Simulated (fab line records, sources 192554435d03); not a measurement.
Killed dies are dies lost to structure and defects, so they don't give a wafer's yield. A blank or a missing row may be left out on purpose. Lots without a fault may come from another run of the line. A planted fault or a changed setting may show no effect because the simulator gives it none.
One fault seen from 3 desks | flow n5_finfet | each desk has only its own numbers; what lay behind them comes last

THE DEFECT DESK
What the inspections along the route counted, lot by lot: means of the sampled wafers that have a number. A lot is out of limits, marked OUT, if its mean lies more than 4 standard deviations from the usual mean; the brackets give that distance.
Columns: A = raw_defect_count at N5_BEOL_M10_INSPECT_30, usual 408
lot  | first seen here | A
L460 | day 12 07:40    | 395
L463 | day 12 17:08    | 352
L462 | day 12 19:35    | 388
L464 | day 13 01:33    | 400
L467 | day 13 08:33    | 420
L468 | day 14 02:34    | 271
L469 | day 14 10:04    | 448
L473 | day 15 01:55    | 415
L475 | day 15 14:14    | 517
L478 | day 16 23:10    | 470
L479 | day 18 06:43    | 459
This desk's finding: nothing out of limits on any of the 11 lots.

THE METROLOGY DESK
What the gauges read, lot by lot, whatever tool the lot ran on: means of the sampled wafers that have a number. A lot is out of limits, marked OUT, if its mean lies more than 4 standard deviations from the usual mean; the brackets give that distance.
Columns: A = cd_nm at N5_BEOL_M10_CD_MEAS_28, usual 70.3 nm
lot  | first seen here | A
L460 | day 12 07:37    | 70.3
L463 | day 12 17:04    | 69.7
L462 | day 12 19:32    | 69.3
L464 | day 13 01:29    | 70.3
L467 | day 13 08:30    | 70.0
L468 | day 14 02:31    | 70.7
L469 | day 14 10:01    | 71.1
L473 | day 15 01:52    | 69.5
L475 | day 15 14:11    | 70.1
L478 | day 16 23:07    | 70.4
L479 | day 18 06:40    | 69.8
This desk's finding: nothing out of limits on any of the 11 lots.

THE TOOL OWNER'S DESK: rie_diel-04
The tool's own readings at N5_BEOL_M10_TRENCH_ETCH_37 (etches SiCOH lowk in C4F6/O2, target depth 148.83 nm, time 48 s): means of the sampled wafers that have a number, for each lot that ran on this tool. A lot is out of limits, marked OUT, if its mean lies more than 4 standard deviations from the usual mean; the brackets give that distance. Of its 8 readings 7 are shown: the one that was out of limits first, and those that lie furthest out on some lot.
Columns: A = bias_w at N5_BEOL_M10_TRENCH_ETCH_37, usual 185.0 W; B = drypump_motor_current_A at N5_BEOL_M10_TRENCH_ETCH_37, usual 5.7 A; C = mfc_ar_sccm at N5_BEOL_M10_TRENCH_ETCH_37, usual 300.0 sccm; D = oes_product_au at N5_BEOL_M10_TRENCH_ETCH_37, usual 0.80 a.u.; E = rf_fwd_power_W at N5_BEOL_M10_TRENCH_ETCH_37, usual 341.2 W; F = rf_vpp_V at N5_BEOL_M10_TRENCH_ETCH_37, usual 663 V; G = throttle_valve_pct at N5_BEOL_M10_TRENCH_ETCH_37, usual 20.84 %
lot  | first seen here | A               | B   | C     | D    | E     | F   | G
L460 | day 12 08:01    | 184.7           | 6.2 | 299.1 | 0.70 | 342.4 | 648 | 21.04
L462 | day 12 19:56    | 185.2           | 5.9 | 300.3 | 0.78 | 341.6 | 658 | 20.86
L467 | day 13 08:57    | 193.0 (+14) OUT | 6.0 | 300.7 | 0.75 | 341.0 | 672 | 20.97
This desk's finding: out of limits on L467; first on L467, day 13 08:57 (bias_w at N5_BEOL_M10_TRENCH_ETCH_37). In limits: L460, L462.

PUT TOGETHER
The tool owner's desk could have raised an alarm at day 13 08:57, on L467.
The defect desk saw nothing out of limits.
The metrology desk saw nothing out of limits.
The defect desk has L467 on record, within its limits.
The metrology desk has L467 on record, within its limits.
Of the lots named, all ran N5_BEOL_M10_TRENCH_ETCH_37 on rie_diel-04.

WHAT THE SIMULATOR HAD PUT IN
Process parameter drift: rie_diel-04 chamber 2, from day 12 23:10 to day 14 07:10, at N5_BEOL_M10_TRENCH_ETCH_37. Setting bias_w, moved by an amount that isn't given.
Lots struck among those shown: L467.
Hours from the fault's start to each desk's first reading out of limits: the tool owner's desk, 10.
